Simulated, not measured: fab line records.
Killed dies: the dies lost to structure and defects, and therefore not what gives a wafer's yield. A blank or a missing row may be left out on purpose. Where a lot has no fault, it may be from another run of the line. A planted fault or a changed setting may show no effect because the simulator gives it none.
Chamber matching / flow n5-finfet / N5_PMOS_HMC_CHANNEL_EPI_STRIP_33 on rie-diel-04: 4 sister chambers
The step strips in N2/H2. 4 wafers are shown with their chamber, then 7 later ones without.

## WAFERS WITH THEIR CHAMBER
wafer=L084.3; chamber=1; drypump-motor-current-A (A)=6.1
wafer=L084.6; chamber=2; drypump-motor-current-A (A)=5.8
wafer=L086.2; chamber=0; drypump-motor-current-A (A)=4.7
wafer=L086.3; chamber=3; drypump-motor-current-A (A)=5.9

## WAFERS WITHOUT THEIR CHAMBER
wafer=L086.5; drypump-motor-current-A (A)=6.0
wafer=L090.2; drypump-motor-current-A (A)=6.1
wafer=L090.5; drypump-motor-current-A (A)=5.8
wafer=L090.6; drypump-motor-current-A (A)=6.1
wafer=L096.2; drypump-motor-current-A (A)=5.8
wafer=L096.4; drypump-motor-current-A (A)=5.8
wafer=L096.5; drypump-motor-current-A (A)=6.1

## CHAMBER TAKEN BY EACH
wafer=L086.5; from the rows above=can't be placed: 1 or 3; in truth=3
wafer=L090.2; from the rows above=1; in truth=1
wafer=L090.5; from the rows above=2; in truth=2
wafer=L090.6; from the rows above=1; in truth=1
wafer=L096.2; from the rows above=2; in truth=2
wafer=L096.4; from the rows above=2; in truth=2
wafer=L096.5; from the rows above=1; in truth=1
6 of 7 placed correctly. Cannot be placed on the basis of these rows: 1; the candidates contain the true chamber in 1. Placed wrongly: 0.
How it was worked out, from the rows above alone: a wafer's distance from a chamber is the root of the sum, over the readings, of the square of ((its reading less the chamber's mean) divided by the reading's scatter). The wafer belongs to the nearest chamber; if the next one is less than 2 further off, it can't be placed. A chamber's mean is the mean of its shown wafers. The scatter: root of mean squared gap, hidden wafer to nearest shown wafer, with one shown wafer a chamber.
